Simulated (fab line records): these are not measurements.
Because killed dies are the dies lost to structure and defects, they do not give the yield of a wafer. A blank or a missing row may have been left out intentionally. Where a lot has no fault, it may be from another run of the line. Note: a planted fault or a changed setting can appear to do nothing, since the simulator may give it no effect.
Struck lot and sound lot, side by side || flow nandHarc || 16 steps out of a route of 1302
Sound: wafers L140.1, L140.3, L140.5. Struck: wafer L147.3. (L147.2 of the same lot was not struck and is left out.) The cause comes at the end.
Per side, at each step with rows, come the tool, then ch with its chambers, and then its first start. Under that, the readings that differ: sound wafers || struck wafers || difference of the means || sigmas: that difference in standard deviations of wafers without a fault.
alike: readings whose means differ by less than 2 such deviations, and words and numbers that are the same on both sides. not compared: withheld readings, readings that some wafer has no value for, bounds like >300 that may hide the same value, and numbers for which the record gives no deviation and whose values overlap.
A row with sigmas, a row that says differs or no value, or rows on one side alone: a step with any of these is where the two part. Non-overlapping numbers with no deviation appear without sigmas and do not part them. Lack of a reading on every wafer of one side parts them only where that side has two or more wafers.

first, 1 step without rows for these wafers: NHARC_P_M0_DESCUM_14 (chemistry O2, time 3 s).
NHARC_P_M0_ETCH_34: etches the open film in N2/H2, target depth 40 nm, overetch 12 nm, time 43.94 s.
  sound on rieDiel-09 ch 0,1, day 9 22:56; struck on rieDiel-09 ch 2, day 13 00:04
{"reading": "oesProductAu (a.u.)", "sound": "0.988 0.993 0.986", "struck": 1.003, "difference": "+0.014", "sigmas": "+2"}
  alike: drypumpMotorCurrentA, rfVppV, showerheadPlenumPTorr, throttleValvePct
  not compared: rfHoursCounterH
then, 1 step without rows for these wafers: NHARC_P_M0_ETCH_15 (etches the open film in C4F8/Ar, target depth 150 nm, overetch 15 nm, time 82.5 s).
NHARC_P_M0_CD_MEAS_16:
  sound: cdSem-02 at day 9 23:08; struck: cdSem-01 at day 13 00:17
  alike: cdNm
then, 2 steps without rows for these wafers: NHARC_P_M0_STRIP_18 (strips in N2/H2); NHARC_P_M0_STRIP_19 (strips in post etch residue remover, time 600 s).
NHARC_P_M0_DEGAS_28: time 60 s.
  sound: pvdSputter-01 at day 9 23:46; struck: pvdSputter-03 at day 13 00:55
  alike: heaterPowerW
NHARC_P_M0_PRE_CLEAN_29: time 30 s.
  sound on pvdSputter-01; struck on pvdSputter-03
  alike: heaterPowerW
then, 1 step without rows for these wafers: NHARC_P_M0_PVD_20 (deposits TaN, target thk 5 nm, time 8.06 s).
NHARC_P_M0_PVD_21: deposits Cu, target thk 30 nm, time 20.49 s.
  sound on pvdSputter-01; struck on pvdSputter-03
  alike: throttleValvePct
then, 1 step without rows for these wafers: NHARC_P_M0_ECD_22 (material Cu, target thk 400 nm).
NHARC_P_M0_ANNEAL_30: time 90 s.
  sound on rtpAnneal-02 ch 0, day 10 00:30; struck on rtpAnneal-01 ch 0, day 13 01:42
  alike: wafer_temp_C_max
NHARC_P_M0_CMP_23: polishes, t overpolish 20 s, target thk 117.54 nm.
  sound on cmp-02 ch 0,1,2, day 10 00:54; struck on cmp-03 ch 1, day 13 01:59
{"reading": "timeToEndpointS (s)", "sound": "23.9 26.0 29.9", "struck": 15.5, "difference": -11.1, "sigmas": -5}
  alike: motorCurrentA
NHARC_P_M0_THK_MEAS_24: measures by xrf.
  sound: filmMetro-01 at day 10 01:10; struck: filmMetro-02 at day 13 02:18
{"reading": "thkNm (nm)", "sound": "115.4 117.4 120.1", "struck": 111.2, "difference": -6.4, "sigmas": -5}
then, 1 step without rows for these wafers: NHARC_P_M0_SRD_25.
NHARC_END_SORT_01:
  the record has rows for the sound wafers here (prober-01 ch 0, day 28 16:55) and none for the struck ones

## WHERE THEY PART
First at NHARC_P_M0_ETCH_34; last, within this record, at NHARC_END_SORT_01.

WHY: what the simulator had put in
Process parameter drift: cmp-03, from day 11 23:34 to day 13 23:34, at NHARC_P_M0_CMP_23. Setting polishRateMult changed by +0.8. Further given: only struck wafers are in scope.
